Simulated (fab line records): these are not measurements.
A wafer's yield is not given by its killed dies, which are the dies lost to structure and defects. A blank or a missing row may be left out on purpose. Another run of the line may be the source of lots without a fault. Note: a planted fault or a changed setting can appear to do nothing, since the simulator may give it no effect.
Which tool did it? ; flow n5-finfet ; Sampling: 21 lots, 63 wafers, 6 of 1938 route steps

== WHAT THE GAUGES READ, wafer by wafer ==
N5_FIN_SAQP_OCD_MEAS_76.
lot;measured;on;trench-depth-nm (nm)
L074;day 2 02:43;ocd-02;119.5 118.8 118.9
L075;day 2 08:42;ocd-02;118.8 119.9 119.4
L076;day 2 14:35;ocd-02;118.7 118.1 119.5
L077;day 2 20:53;ocd-02;119.3 121.5 121.8
L078;day 3 01:52;ocd-01;119.9 119.4 118.3
L081;day 3 20:30;ocd-01;120.2 118.0 120.6
L082;day 4 02:09;ocd-01;116.8 121.7 119.2
L083;day 4 10:40;ocd-01;118.2 120.7 116.8
L084;day 4 14:23;ocd-01;122.1 123.0 121.5
L086;day 5 03:35;ocd-02;120.4 118.8 117.8
L087;day 5 08:31;ocd-01;119.6 119.8 120.3
L088;day 5 15:34;ocd-02;119.8 121.8 121.5
L089;day 5 20:53;ocd-02;120.2 119.7 122.1
L090;day 6 03:59;ocd-01;120.9 117.6 118.5
L091;day 6 09:10;ocd-02;121.4 121.0 120.7
L092;day 6 15:11;ocd-01;118.8 118.5 119.1
L093;day 6 20:22;ocd-02;117.5 119.2 119.2
L094;day 7 04:08;ocd-01;120.1 121.7 121.6
L095;day 7 09:05;ocd-01;118.4 120.7 116.9
L096;day 7 15:00;ocd-01;119.6 116.9 120.7
L097;day 7 20:14;ocd-01;120.7 117.2 119.5

== TOOL THAT RAN EACH LOT (tool first, then ch and the chambers of the sampled wafers, then the start) ==
lot;N5_PMOS_HMC_CHANNEL_EPI_DESCUM_14;N5_PMOS_HMC_CHANNEL_EPI_STRIP_33;N5_PMOS_HMC_CHANNEL_EPI_FIN_RECESS_16;N5_FIN_SAQP_SPACER2_ALD_28;N5_FIN_SAQP_HM_OPEN_33
L074;rie-diel-01 ch 1,2,3, day 1 17:34;rie-diel-01 ch 1,2,3, day 1 17:42;rie-si-01 ch 1,2,3, day 1 18:02;ald-sin-04 ch 0,1, day 2 01:35;rie-diel-03 ch 2,3, day 2 02:12
L075;rie-diel-06 ch 1,2, day 1 23:16;rie-diel-06 ch 1,2, day 1 23:25;rie-si-04 ch 0,2,3, day 1 23:45;ald-sin-04 ch 1,2, day 2 07:37;rie-diel-03 ch 1,2, day 2 08:11
L076;rie-diel-01 ch 2,3, day 2 05:29;rie-diel-01 ch 2,3, day 2 05:37;rie-si-04 ch 1,3, day 2 05:57;ald-sin-03 ch 0,1,3, day 2 13:29;rie-diel-04 ch 1,3, day 2 14:04
L077;rie-diel-01 ch 0,2,3, day 2 11:32;rie-diel-01 ch 0,2,3, day 2 11:40;rie-si-04 ch 0,1,2, day 2 11:59;ald-sin-01 ch 0,1,3, day 2 19:47;rie-diel-03 ch 0,1,2, day 2 20:23
L078;rie-diel-01 ch 0,2,3, day 2 17:26;rie-diel-01 ch 0,2,3, day 2 17:34;rie-si-01 ch 2,3, day 2 17:53;ald-sin-04 ch 0,2, day 3 00:47;rie-diel-04 ch 0,2, day 3 01:22
L081;rie-diel-02 ch 1,3, day 3 11:31;rie-diel-02 ch 1,3, day 3 11:39;rie-si-01 ch 1,2, day 3 11:59;ald-sin-01 ch 1,2,3, day 3 19:14;rie-diel-05 ch 1,2,3, day 3 19:58
L082;rie-diel-06 ch 0,2,3, day 3 17:36;rie-diel-06 ch 0,2,3, day 3 17:44;rie-si-04 ch 1,2,3, day 3 18:04;ald-sin-01 ch 0,2,3, day 4 01:05;rie-diel-04 ch 0,1,2, day 4 01:39
L083;rie-diel-02 ch 1,2,3, day 3 23:37;rie-diel-02 ch 1,2,3, day 3 23:44;rie-si-04 ch 0,2, day 4 00:04;ald-sin-04 ch 0,1,2, day 4 09:28;rie-diel-05 ch 0,1,2, day 4 10:10
L084;rie-diel-02 ch 2,3, day 4 05:25;rie-diel-02 ch 2,3, day 4 05:32;rie-si-06 ch 1,2,3, day 4 05:52;ald-sin-03 ch 0,1, day 4 13:19;rie-diel-05 ch 0,2, day 4 13:53
L086;rie-diel-02 ch 2,3, day 4 17:20;rie-diel-02 ch 2,3, day 4 17:28;rie-si-01 ch 1,2,3, day 4 17:47;ald-sin-01 ch 0,1,3, day 5 02:31;rie-diel-04 ch 0,2,3, day 5 03:05
L087;rie-diel-02 ch 0,1, day 4 23:17;rie-diel-02 ch 0,1, day 4 23:25;rie-si-01 ch 0,1,3, day 4 23:44;ald-sin-01 ch 1,2, day 5 07:26;rie-diel-04 ch 0,1,3, day 5 08:00
L088;rie-diel-06 ch 0,2,3, day 5 05:16;rie-diel-06 ch 0,2,3, day 5 05:24;rie-si-01 ch 1,2,3, day 5 05:43;ald-sin-03 ch 0,2,3, day 5 14:28;rie-diel-03 ch 0,1,2, day 5 15:04
L089;rie-diel-01 ch 0,2,3, day 5 11:32;rie-diel-01 ch 0,2,3, day 5 11:41;rie-si-04 ch 1,2,3, day 5 12:00;ald-sin-01 ch 0,1,3, day 5 19:41;rie-diel-04 ch 0,3, day 5 20:23
L090;rie-diel-02 ch 2,3, day 5 18:29;rie-diel-02 ch 2,3, day 5 18:37;rie-si-06 ch 0,1,2, day 5 18:56;ald-sin-01 ch 0,1,3, day 6 02:49;rie-diel-05 ch 1,2,3, day 6 03:28
L091;rie-diel-02 ch 0,1,2, day 5 23:36;rie-diel-02 ch 0,1,2, day 5 23:44;rie-si-01 ch 0,1, day 6 00:03;ald-sin-01 ch 0,1,2, day 6 08:05;rie-diel-05 ch 0,2,3, day 6 08:40
L092;rie-diel-01 ch 0,2,3, day 6 05:34;rie-diel-01 ch 0,2,3, day 6 05:42;rie-si-06 ch 1,2,3, day 6 06:01;ald-sin-01 ch 0,3, day 6 14:05;rie-diel-04 ch 0,2, day 6 14:41
L093;rie-diel-02 ch 0,1,3, day 6 10:56;rie-diel-02 ch 0,1,3, day 6 11:04;rie-si-04 ch 0,2,3, day 6 11:24;ald-sin-01 ch 0,2,3, day 6 19:01;rie-diel-04 ch 2,3, day 6 19:52
L094;rie-diel-01 ch 0,1,2, day 6 17:50;rie-diel-01 ch 0,1,2, day 6 17:58;rie-si-01 ch 2,3, day 6 18:17;ald-sin-01 ch 1,2,3, day 7 03:04;rie-diel-03 ch 0,1,3, day 7 03:38
L095;rie-diel-06 ch 1,2,3, day 6 23:16;rie-diel-06 ch 1,2,3, day 6 23:24;rie-si-01 ch 0,1,2, day 6 23:44;ald-sin-04 ch 0,1,3, day 7 07:52;rie-diel-03 ch 0,2, day 7 08:35
L096;rie-diel-01 ch 0,2,3, day 7 05:23;rie-diel-01 ch 0,2,3, day 7 05:31;rie-si-04 ch 1,2,3, day 7 05:50;ald-sin-03 ch 0,1,2, day 7 13:55;rie-diel-04 ch 1,2,3, day 7 14:29
L097;rie-diel-02 ch 0,1, day 7 11:42;rie-diel-02 ch 0,1, day 7 11:50;rie-si-06 ch 0,1,3, day 7 12:10;ald-sin-01 ch 0,3, day 7 19:10;rie-diel-04 ch 2,3, day 7 19:44
- N5_PMOS_HMC_CHANNEL_EPI_DESCUM_14: chemistry O2, time 7.9 s.
- N5_PMOS_HMC_CHANNEL_EPI_STRIP_33: strips in N2/H2.
- N5_PMOS_HMC_CHANNEL_EPI_FIN_RECESS_16: chemistry HBr/Cl2, target Si, target depth 54 nm, time 18 s.
- N5_FIN_SAQP_SPACER2_ALD_28: deposits SiO2, target thk 8.1 nm, pulse time 1 s, purge time 2 s.
- N5_FIN_SAQP_HM_OPEN_33: chemistry CH3F/O2, target SiNx, target depth 49.4 nm, time 70.6 s.

== AS READ BY THE TOOLS THEMSELVES (means over the sampled wafers that have a number; for cases with no such wafer, the mark the record gives instead) ==
N5_PMOS_HMC_CHANNEL_EPI_DESCUM_14.
lot;tool;drypump-motor-current-A (A);oes-product-au (a.u.);rf-fwd-power-W (W);rf-vpp-V (V);showerhead-plenum-p-Torr (Torr);throttle-valve-pct (%)
L074;rie-diel-01;6.0;0.77;49.57;244.0;2.12;20.27
L075;rie-diel-06;5.4;0.72;49.09;243.4;2.12;20.40
L076;rie-diel-01;5.7;0.79;49.33;245.2;2.13;20.10
L077;rie-diel-01;5.6;0.82;49.48;244.5;2.15;20.36
L078;rie-diel-01;5.6;0.82;49.58;243.8;2.15;20.37
L081;rie-diel-02;6.0;0.74;49.21;242.4;2.07;20.36
L082;rie-diel-06;5.5;0.83;49.24;244.1;2.13;20.41
L083;rie-diel-02;5.8;0.75;49.26;242.6;2.10;20.37
L084;rie-diel-02;6.0;0.72;49.14;243.2;2.15;20.51
L086;rie-diel-02;6.2;0.71;49.27;243.5;2.11;20.51
L087;rie-diel-02;5.7;0.73;49.41;242.4;1.99;20.55
L088;rie-diel-06;5.5;0.80;49.03;244.2;2.13;20.43
L089;rie-diel-01;5.6;0.80;49.42;243.7;2.14;20.41
L090;rie-diel-02;6.2;0.71;49.10;242.7;2.11;20.53
L091;rie-diel-02;5.6;0.74;49.32;242.1;2.06;20.48
L092;rie-diel-01;5.6;0.80;49.36;244.6;2.14;20.41
L093;rie-diel-02;5.8;0.72;49.36;242.9;2.02;20.48
L094;rie-diel-01;5.8;0.81;49.56;242.3;2.09;20.34
L095;rie-diel-06;5.4;0.77;49.04;243.5;2.12;20.38
L096;rie-diel-01;5.6;0.79;49.49;244.4;2.14;20.42
L097;rie-diel-02;5.4;0.74;49.71;241.5;2.00;20.35

N5_PMOS_HMC_CHANNEL_EPI_STRIP_33.
lot;tool;drypump-motor-current-A (A);oes-product-au (a.u.);rf-vpp-V (V);showerhead-plenum-p-Torr (Torr);throttle-valve-pct (%)
L074;rie-diel-01;6.0;0.77;54.6;3.40;18.93
L075;rie-diel-06;5.4;0.73;54.7;3.41;18.99
L076;rie-diel-01;5.7;0.79;54.2;3.42;18.99
L077;rie-diel-01;5.6;0.83;54.0;3.43;18.83
L078;rie-diel-01;5.6;0.82;53.9;3.43;18.84
L081;rie-diel-02;6.0;0.74;55.6;3.30;18.78
L082;rie-diel-06;5.6;0.82;54.9;3.41;19.08
L083;rie-diel-02;5.8;0.75;55.4;3.36;18.88
L084;rie-diel-02;6.0;0.73;53.0;3.44;19.03
L086;rie-diel-02;6.2;0.71;53.8;3.37;18.92
L087;rie-diel-02;5.7;0.73;53.7;3.20;18.97
L088;rie-diel-06;5.5;0.79;54.3;3.40;19.09
L089;rie-diel-01;5.6;0.80;54.3;3.42;18.86
L090;rie-diel-02;6.2;0.71;53.6;3.37;18.94
L091;rie-diel-02;5.6;0.74;54.2;3.31;19.00
L092;rie-diel-01;5.6;0.79;53.2;3.42;18.89
L093;rie-diel-02;5.9;0.72;54.7;3.24;18.90
L094;rie-diel-01;5.8;0.81;52.7;3.34;18.91
L095;rie-diel-06;5.4;0.77;54.1;3.41;18.93
L096;rie-diel-01;5.6;0.80;54.7;3.41;18.90
L097;rie-diel-02;5.4;0.75;52.2;3.22;18.86

N5_PMOS_HMC_CHANNEL_EPI_FIN_RECESS_16.
lot;tool;bias-w (W);drypump-motor-current-A (A);mfc-cl2-sccm (sccm);oes-product-au (a.u.);rf-fwd-power-W (W);throttle-valve-pct (%)
L074;rie-si-01;74.84;5.7;80.01;0.997;796;35.2
L075;rie-si-04;74.91;5.3;79.87;1.012;795;35.5
L076;rie-si-04;75.16;5.6;80.15;1.027;792;35.5
L077;rie-si-04;74.84;5.4;79.76;1.010;794;35.4
L078;rie-si-01;75.21;5.7;79.87;0.991;796;35.1
L081;rie-si-01;74.93;5.7;80.08;0.991;791;35.3
L082;rie-si-04;74.94;5.5;79.83;1.018;795;35.6
L083;rie-si-04;74.93;5.3;80.16;1.013;795;35.5
L084;rie-si-06;75.14;5.7;79.95;0.988;798;35.3
L086;rie-si-01;74.89;5.7;79.96;0.998;796;35.2
L087;rie-si-01;75.03;5.8;79.91;0.991;795;35.4
L088;rie-si-01;74.89;5.7;79.77;0.990;795;35.2
L089;rie-si-04;75.08;5.5;79.95;1.015;793;35.6
L090;rie-si-06;74.95;5.3;79.98;0.984;797;35.7
L091;rie-si-01;74.87;5.9;80.08;0.988;796;35.7
L092;rie-si-06;74.88;5.7;79.80;0.975;796;35.3
L093;rie-si-04;74.92;5.3;80.20;1.003;796;35.5
L094;rie-si-01;74.92;5.8;80.23;0.992;796;35.1
L095;rie-si-01;75.00;5.8;80.25;0.991;794;35.5
L096;rie-si-04;75.05;5.5;80.03;1.007;796;35.6
L097;rie-si-06;74.73;5.7;80.02;0.980;795;35.6

N5_FIN_SAQP_SPACER2_ALD_28.
lot;tool;heater-power-w (W);precursor-pulse-height-rel
L074;ald-sin-04;468;1.028
L075;ald-sin-04;521;1.003
L076;ald-sin-03;486;1.002
L077;ald-sin-01;464;0.998
L078;ald-sin-04;441;0.988
L081;ald-sin-01;479;0.999
L082;ald-sin-01;510;0.995
L083;ald-sin-04;494;1.009
L084;ald-sin-03;507;0.993
L086;ald-sin-01;471;0.999
L087;ald-sin-01;516;0.995
L088;ald-sin-03;479;1.011
L089;ald-sin-01;473;0.989
L090;ald-sin-01;464;1.011
L091;ald-sin-01;502;1.001
L092;ald-sin-01;491;0.998
L093;ald-sin-01;506;0.985
L094;ald-sin-01;482;1.001
L095;ald-sin-04;529;0.987
L096;ald-sin-03;503;1.003
L097;ald-sin-01;482;0.996

N5_FIN_SAQP_HM_OPEN_33.
lot;tool;bias-w (W);drypump-motor-current-A (A);etch-rf-on-time-s (s);oes-product-au (a.u.);rf-fwd-power-W (W);rf-vpp-V (V);showerhead-plenum-p-Torr (Torr);throttle-valve-pct (%)
L074;rie-diel-03;72.98;5.7;71.3;0.61;390.2;288;1.93;16.39
L075;rie-diel-03;72.93;5.8;70.4;0.60;388.5;293;1.95;16.39
L076;rie-diel-04;72.91;6.0;68.9;0.75;390.9;300;2.05;16.17
L077;rie-diel-03;73.33;5.8;71.6;0.61;389.5;299;2.01;16.29
L078;rie-diel-04;73.03;6.1;70.2;0.63;389.8;295;2.03;16.69
L081;rie-diel-05;73.02;5.5;68.8;0.61;390.3;297;1.93;16.31
L082;rie-diel-04;72.98;6.0;70.8;0.68;389.7;298;2.01;16.40
L083;rie-diel-05;73.20;5.8;69.6;0.63;391.5;297;1.97;16.33
L084;rie-diel-05;72.86;5.6;69.7;0.62;390.4;293;1.97;16.37
L086;rie-diel-04;73.11;5.8;69.9;0.62;387.8;299;2.01;16.57
L087;rie-diel-04;72.95;6.0;67.9;0.67;390.9;298;2.05;16.51
L088;rie-diel-03;73.04;5.8;70.3;0.67;390.7;298;2.00;16.16
L089;rie-diel-04;73.01;6.2;69.1;0.61;391.3;294;2.06;16.80
L090;rie-diel-05;73.08;5.5;68.9;0.70;391.0;298;2.01;16.17
L091;rie-diel-05;73.12;5.8;69.5;0.71;390.9;298;2.08;16.19
L092;rie-diel-04;72.95;6.1;69.5;0.62;389.8;296;2.02;16.74
L093;rie-diel-04;73.18;5.6;68.9;0.62;388.5;304;1.96;16.37
L094;rie-diel-03;72.95;5.7;70.4;0.72;392.4;297;2.02;16.18
L095;rie-diel-03;73.03;5.9;70.9;0.59;389.9;294;1.96;16.23
L096;rie-diel-04;73.07;5.7;67.6;0.65;390.8;302;2.00;16.31
L097;rie-diel-04;73.11;5.6;69.2;0.62;389.7;306;1.95;16.38

== THE ANSWER, worked out from the rows above alone ==
Rule: what is usual is taken from the lots themselves. The widest of any qualifying gaps counts: lots, ordered by their means at a reading, are off when they make up no more than a third of the lots, leave a main group of 4 or more, and stand apart from it by 3 or more times the standard deviation of that group's means. A main group whose means are all the same, to the digits that the tables above print for the reading, isn't used. A lot without any number at a reading at which 4 lots or more have one is off too. The other lots that the step has rows for count as sound. Order of review: gauges by route order, followed by the tools' own readings, for which a lot's mean as printed above is used. At the first step where some lot is off, the reading lying furthest off is the one used; lots without a number count as furthest.
No lot is off at any reading shown: from this, nothing can be told.

== WHAT WAS PUT IN BY THE SIMULATOR ==
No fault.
